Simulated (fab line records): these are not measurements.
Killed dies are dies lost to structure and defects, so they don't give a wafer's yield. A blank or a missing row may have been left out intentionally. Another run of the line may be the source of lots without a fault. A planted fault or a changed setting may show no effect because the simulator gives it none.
Chamber matching / flow n5-finfet / N5_BEOL_M9_ILD_DEP_00 on pecvd-03: 3 sister chambers
The step deposits SiCOH lowk from DEMS/porogen, target thk 308.51 nm, time 58 s. 3 wafers are shown with their chamber, then 11 later ones without.

## WAFERS, EACH WITH ITS CHAMBER
wafer=L093.5; chamber=2; throttle-valve-pct (%)=12.5
wafer=L093.6; chamber=1; throttle-valve-pct (%)=14.7
wafer=L092.1; chamber=0; throttle-valve-pct (%)=13.9

## WAFERS MISSING THEIR CHAMBER
wafer=L092.4; throttle-valve-pct (%)=12.7
wafer=L092.6; throttle-valve-pct (%)=14.0
wafer=L096.2; throttle-valve-pct (%)=12.5
wafer=L096.3; throttle-valve-pct (%)=14.8
wafer=L096.4; throttle-valve-pct (%)=14.6
wafer=L097.1; throttle-valve-pct (%)=14.7
wafer=L097.2; throttle-valve-pct (%)=12.5
wafer=L097.4; throttle-valve-pct (%)=14.9
wafer=L095.2; throttle-valve-pct (%)=13.6
wafer=L095.3; throttle-valve-pct (%)=14.8
wafer=L095.5; throttle-valve-pct (%)=14.0

## THE CHAMBER EACH PASSED THROUGH
wafer=L092.4; from the rows above=2; in truth=2
wafer=L092.6; from the rows above=0; in truth=0
wafer=L096.2; from the rows above=2; in truth=2
wafer=L096.3; from the rows above=1; in truth=1
wafer=L096.4; from the rows above=1; in truth=1
wafer=L097.1; from the rows above=1; in truth=1
wafer=L097.2; from the rows above=2; in truth=2
wafer=L097.4; from the rows above=1; in truth=1
wafer=L095.2; from the rows above=0; in truth=0
wafer=L095.3; from the rows above=1; in truth=1
wafer=L095.5; from the rows above=0; in truth=0
11 of 11 placed correctly. From these rows, 0 cannot be placed. 0 placed wrongly.
How it was worked out, from the rows above alone: a wafer's distance from a chamber is the root of the sum, over the readings, of the square of ((its reading less the chamber's mean) divided by the reading's scatter). The wafer belongs to the nearest chamber; if the next one is less than 2 further off, it can't be placed. The mean given for a chamber averages the wafers shown for that chamber. The scatter: root of mean squared gap, hidden wafer to nearest shown wafer, with one shown wafer a chamber.
